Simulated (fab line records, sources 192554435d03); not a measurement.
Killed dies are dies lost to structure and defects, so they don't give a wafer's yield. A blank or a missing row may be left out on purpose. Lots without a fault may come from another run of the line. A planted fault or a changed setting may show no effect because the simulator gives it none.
Which tool did it? | flow n5_finfet | 11 lots, 33 wafers sampled, at 4 steps of a route of 1938

WHAT THE GAUGES READ, wafer by wafer
N5_PASSIVATION_CD_MEAS_44: target cd 40000 nm.
lot  | measured     | on        | cd_nm (nm)
L514 | day 11 20:54 | cd_sem-03 | 40004 40004 39998
L516 | day 12 04:38 | cd_sem-03 | 40005 40002 39999
L523 | day 14 19:47 | cd_sem-02 | 39997 39995 39996
L524 | day 15 05:53 | cd_sem-01 | 39994 39999 40000
L530 | day 16 22:05 | cd_sem-03 | 39997 39997 39997
L529 | day 17 08:29 | cd_sem-01 | 39995 39996 39991
L531 | day 16 21:55 | cd_sem-03 | 39997 39995 40001
L533 | day 17 08:48 | cd_sem-01 | 40002 39998 40004
L534 | day 17 13:01 | cd_sem-02 | 40003 40007 39999
L536 | day 17 11:50 | cd_sem-01 | 39996 40003 40004
L535 | day 18 05:44 | cd_sem-02 | 39997 40002 40003

WHICH TOOL RAN EACH LOT (tool, then ch and the chambers of the sampled wafers, then the start)
lot  | N5_BEOL_M2_CVD_47               | N5_PASSIVATION_ETCH_15                        | N5_PASSIVATION_STRIP_34
L514 | cvd_co-02 ch 0,1,2, day 7 00:42 | rie_diel-04 ch 0,2,3, day 11 19:37 or earlier | rie_diel-01 ch 0,2,3, day 11 19:37
L516 | cvd_co-02 ch 0,1,2, day 7 08:09 | rie_diel-04 ch 0,3, day 12 03:27 or earlier   | rie_diel-06 ch 0,1,2, day 12 03:27
L523 | cvd_co-01 ch 1,2, day 9 12:11   | rie_diel-05 ch 0,2,3, day 14 18:44 or earlier | rie_diel-06 ch 0,3, day 14 18:44
L524 | cvd_co-02 ch 1,2, day 9 15:13   | rie_diel-04 ch 0,2,3, day 15 04:49 or earlier | rie_diel-01 ch 1,2,3, day 15 04:49
L530 | cvd_co-01 ch 1,2, day 11 06:50  | rie_diel-03 ch 0,1,3, day 16 21:03 or earlier | rie_diel-02 ch 0,1,3, day 16 21:03
L529 | cvd_co-01 ch 0,2, day 11 07:14  | rie_diel-04 ch 2,3, day 17 07:26 or earlier   | rie_diel-02 ch 0,3, day 17 07:26
L531 | cvd_co-01 ch 0,2, day 11 10:26  | rie_diel-04 ch 1,2,3, day 16 20:44 or earlier | rie_diel-06 ch 0,1,3, day 16 20:44
L533 | cvd_co-02 ch 0,1, day 11 18:31  | rie_diel-04 ch 1,2,3, day 17 07:36 or earlier | rie_diel-06 ch 2,3, day 17 07:36
L534 | cvd_co-01 ch 0,2, day 12 02:52  | rie_diel-03 ch 1,3, day 17 11:50 or earlier   | rie_diel-01 ch 1,3, day 17 11:50
L536 | cvd_co-01 ch 1,2, day 12 08:01  | rie_diel-05 ch 1,2, day 17 10:47 or earlier   | rie_diel-02 ch 0,1,3, day 17 10:47
L535 | cvd_co-02 ch 0,2, day 12 08:21  | rie_diel-04 ch 2,3, day 18 04:41 or earlier   | rie_diel-01 ch 1,2, day 18 04:41
- N5_BEOL_M2_CVD_47: deposits Co from CCTBA/H2, target thk 3 nm, time 223.8 s.
- N5_PASSIVATION_ETCH_15: etches SiCN in CF4/N2, target depth 75 nm, time 81.2 s.
- N5_PASSIVATION_STRIP_34: strips in O2.

WHAT THE TOOLS THEMSELVES READ (means of the sampled wafers that have a number; where no wafer has one, the mark that the record gives instead)
N5_PASSIVATION_ETCH_15.
lot  | tool        | drypump_motor_current_A (A) | oes_product_au (a.u.) | rf_vpp_V (V) | showerhead_plenum_p_Torr (Torr) | throttle_valve_pct (%)
L514 | rie_diel-04 | 5.7                         | 0.76                  | 382.9        | 2.20                            | 15.52
L516 | rie_diel-04 | 5.4                         | 0.77                  | 382.1        | 2.18                            | 15.50
L523 | rie_diel-05 | 6.2                         | 0.81                  | 382.6        | 2.27                            | 15.42
L524 | rie_diel-04 | 5.7                         | 0.83                  | 381.5        | 2.20                            | 15.40
L530 | rie_diel-03 | 5.5                         | 0.78                  | 381.9        | 2.22                            | 15.36
L529 | rie_diel-04 | 6.0                         | 0.89                  | 381.9        | 2.22                            | 15.28
L531 | rie_diel-04 | 5.7                         | 0.85                  | 382.8        | 2.23                            | 15.41
L533 | rie_diel-04 | 5.7                         | 0.84                  | 383.3        | 2.23                            | 15.41
L534 | rie_diel-03 | 5.3                         | 0.77                  | 380.6        | 2.16                            | 15.28
L536 | rie_diel-05 | 6.1                         | 0.70                  | 381.5        | 2.18                            | 15.56
L535 | rie_diel-04 | 6.0                         | 0.85                  | 383.4        | 2.26                            | 15.23

N5_PASSIVATION_STRIP_34.
lot  | tool        | drypump_motor_current_A (A) | oes_product_au (a.u.) | rf_vpp_V (V) | showerhead_plenum_p_Torr (Torr) | throttle_valve_pct (%)
L514 | rie_diel-01 | 5.2                         | 0.80                  | 4.6          | 2.09                            | 16.51
L516 | rie_diel-06 | 5.2                         | 0.72                  | 3.5          | 2.17                            | 16.71
L523 | rie_diel-06 | 5.4                         | 0.80                  | 2.8          | 2.08                            | 16.78
L524 | rie_diel-01 | 5.4                         | 0.78                  | 3.2          | 2.07                            | 16.56
L530 | rie_diel-02 | 5.6                         | 0.82                  | 4.5          | 2.14                            | 16.77
L529 | rie_diel-02 | 5.6                         | 0.73                  | 4.1          | 2.11                            | 16.88
L531 | rie_diel-06 | 5.5                         | 0.80                  | 2.6          | 2.11                            | 16.69
L533 | rie_diel-06 | 5.4                         | 0.77                  | 3.1          | 2.06                            | 16.69
L534 | rie_diel-01 | 5.5                         | 0.83                  | 3.8          | 2.06                            | 16.41
L536 | rie_diel-02 | 5.6                         | 0.81                  | 3.7          | 2.14                            | 16.77
L535 | rie_diel-01 | 5.2                         | 0.84                  | 1.4          | 2.05                            | 16.44

THE ANSWER, worked out from the rows above alone
Rule: what is usual is taken from the lots themselves. Put in order of their means at a reading, lots are off if they are a third of the lots or fewer, leave a main group of 4 or more, and stand apart from it by a gap of 3 or more times the standard deviation of the main group's means; of several such gaps the widest counts. A main group whose means are all the same, to the digits that the tables above print for the reading, isn't used. A lot without any number at a reading at which 4 lots or more have one is off too. The other lots that the step has rows for count as sound. The gauges are gone through in route order, then the tools' own readings, and for those a lot's mean is taken as printed above. The first step at which some lot is off is used, and at that step the reading that is off furthest; a lot without a number counts as furthest.
No lot is off at any reading shown: from this, nothing can be told.

WHAT THE SIMULATOR HAD PUT IN
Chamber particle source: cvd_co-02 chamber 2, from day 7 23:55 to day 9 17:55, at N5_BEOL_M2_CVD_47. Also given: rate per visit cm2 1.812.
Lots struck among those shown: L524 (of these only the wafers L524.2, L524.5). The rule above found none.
